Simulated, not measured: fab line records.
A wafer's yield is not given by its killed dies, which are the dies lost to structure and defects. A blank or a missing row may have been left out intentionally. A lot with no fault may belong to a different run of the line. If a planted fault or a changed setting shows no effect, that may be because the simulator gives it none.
Matching of chambers | flow nand harc | pecvd-03 running NHARC_P_CONTACT_DEP_30: 3 sister chambers
The step deposits SiNx, target thk 30 nm. 6 wafers are shown with their chamber, then 7 later ones without.

## WAFERS WITH THEIR CHAMBER
wafer  | chamber | heater power w (W)
L662.4 | 0       | 631
L663.5 | 2       | 665
L663.6 | 0       | 647
L667.6 | 2       | 629
L670.1 | 1       | 801
L670.4 | 1       | 801

## WAFERS WHOSE CHAMBER IS MISSING
wafer  | heater power w (W)
L670.5 | 611
L674.1 | 612
L674.4 | 866
L674.5 | 623
L683.2 | 560
L683.5 | 596
L683.6 | 815

## THE CHAMBER EACH PASSED THROUGH
wafer  | from the rows above     | in truth
L670.5 | can't be placed: 0 or 2 | 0
L674.1 | can't be placed: 0 or 2 | 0
L674.4 | 1                       | 1
L674.5 | can't be placed: 0 or 2 | 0
L683.2 | can't be placed: 0 or 2 | 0
L683.5 | can't be placed: 0 or 2 | 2
L683.6 | 1                       | 1
Correctly placed: 2 of 7. Unplaceable from these rows: 5, with the true chamber sitting among the candidates in 5. Number placed wrongly: 0.
How it was worked out, from the rows above alone: a wafer's distance from a chamber is the root of the sum, over the readings, of the square of ((its reading less the chamber's mean) divided by the reading's scatter). The wafer belongs to the nearest chamber; if the next one is less than 2 further off, it can't be placed. The mean given for a chamber averages the wafers shown for that chamber. The scatter: the root of (the sum of the squares of (reading less its chamber's mean) over the shown wafers, divided by (wafers less chambers)).
